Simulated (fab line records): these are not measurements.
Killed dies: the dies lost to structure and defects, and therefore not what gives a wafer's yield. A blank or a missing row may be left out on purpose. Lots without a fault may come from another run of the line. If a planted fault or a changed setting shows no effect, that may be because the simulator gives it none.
A lot that was struck, set against a sound lot + flow nand-harc + 15 steps out of a route of 1302
Sound: the wafers L111.2, L111.3, L111.4. Wafers L118.1, L118.2, L118.6 were the ones struck. The cause comes at the end.
For every step that has rows: the tool of each side, followed by ch and its chambers, followed by its first start. Under that, the readings that differ: sound wafers + struck wafers + difference of the means + sigmas: that difference in standard deviations of wafers without a fault.
alike: readings with means less than 2 such deviations apart, plus words and numbers identical on both sides. not compared: withheld readings, readings lacking a value on some wafer, bounds such as >300 that could conceal the same value, and numbers that have no deviation in the record and whose values overlap.
Wherever a step has rows on one side only, a row that says differs or no value, or a row with sigmas, the two part there. Numbers that don't overlap but have no deviation are shown without sigmas and don't part them. A reading missing from all wafers of one side parts the sides only when that side holds two or more wafers.

first, 8 steps without rows for these wafers: NHARC_A_ZERO_WELL_HMDS_03 (time 30 s); NHARC_A_ZERO_WELL_COAT_18 (time 65 s); NHARC_A_ZERO_WELL_COAT_04 (resist thk 600 nm); NHARC_A_ZERO_WELL_SOFTBAKE_05 (time 70 s); NHARC_A_ZERO_WELL_EBR_06; NHARC_A_ZERO_WELL_EXPOSE_07 (exposes mask A ZERO); NHARC_A_ZERO_WELL_PEB_08 (peb time 80 s); NHARC_A_ZERO_WELL_DEVELOP_09 (time 50 s).
NHARC_A_ZERO_WELL_CD_MEAS_10: the cd target is 2000 nm.
  sound on cd-sem-02 ch 0, day 7 20:31; struck on cd-sem-03 ch 0, day 11 07:01
  alike: cd-nm
then, 1 step without rows for these wafers: NHARC_A_ZERO_WELL_HARDBAKE_11 (time 65 s).
NHARC_A_ZERO_WELL_DESCUM_12: chemistry O2, time 3 s.
  sound on rie-diel-07 ch 2,3, day 7 20:41; struck on rie-diel-07 ch 0,1,2, day 11 07:11
| reading                | sound                | struck               | difference | sigmas |
|------------------------|----------------------|----------------------|------------|--------|
| throttle-valve-pct (%) | 11.297 11.306 11.307 | 11.329 11.322 11.328 | +0.023     | +3     |
  alike: drypump-motor-current-A, oes-product-au, rf-vpp-V, showerhead-plenum-p-Torr
  not compared: rf-hours-counter-h
NHARC_A_ZERO_WELL_ETCH_19: etches the open film in N2/H2, target depth 80 nm, overetch 24 nm, time 87.88 s.
  sound on rie-diel-07 ch 0,3, day 7 20:47; struck on rie-diel-07 ch 0,1,2, day 11 07:17
  alike: bias-w, chamber-pressure-mTorr, drypump-motor-current-A, oes-product-au, rf-vpp-V, showerhead-plenum-p-Torr, throttle-valve-pct
  not compared: rf-hours-counter-h
NHARC_A_ZERO_WELL_ETCH_13: etches the open film in HBr/Cl2, target depth 120 nm, time 40.1 s.
  sound on rie-si-05 ch 1,2,3, day 7 20:55; struck on rie-si-01 ch 1,2, day 11 07:24
  no value came back on the struck wafers for any of 7 readings (bias-w (W), chamber-pressure-mTorr (mTorr) and others); on the sound wafers bias-w (W) reads 99.83 100.40 100.14
then, 1 step without rows for these wafers: NHARC_A_ZERO_WELL_STRIP_14 (strips in SPM, time 900 s).
-- jump in the record: it breaks off in module A_ZERO_WELL and resumes in module END (first step shown: number 1302 of the route), and 18 days separate the struck wafers' starts before and after --
NHARC_END_SORT_01:
  sound on prober-01 ch 0, day 26 02:47; struck on prober-01 ch 0, day 29 12:37
| reading         | sound    | struck      | difference | sigmas |
|-----------------|----------|-------------|------------|--------|
| killed-at-array | 85 77 88 | 672 674 676 | +591       | +33    |
| killed-dies     | 93 80 94 | 677 677 677 | +588       | +33    |
  alike: killed-at-other, killed-at-periphery, killed-open, killed-short

## WHERE THEY PART
Earliest at NHARC_A_ZERO_WELL_DESCUM_12; latest, in this record, at NHARC_END_SORT_01.

WHY: what had been put in by the simulator
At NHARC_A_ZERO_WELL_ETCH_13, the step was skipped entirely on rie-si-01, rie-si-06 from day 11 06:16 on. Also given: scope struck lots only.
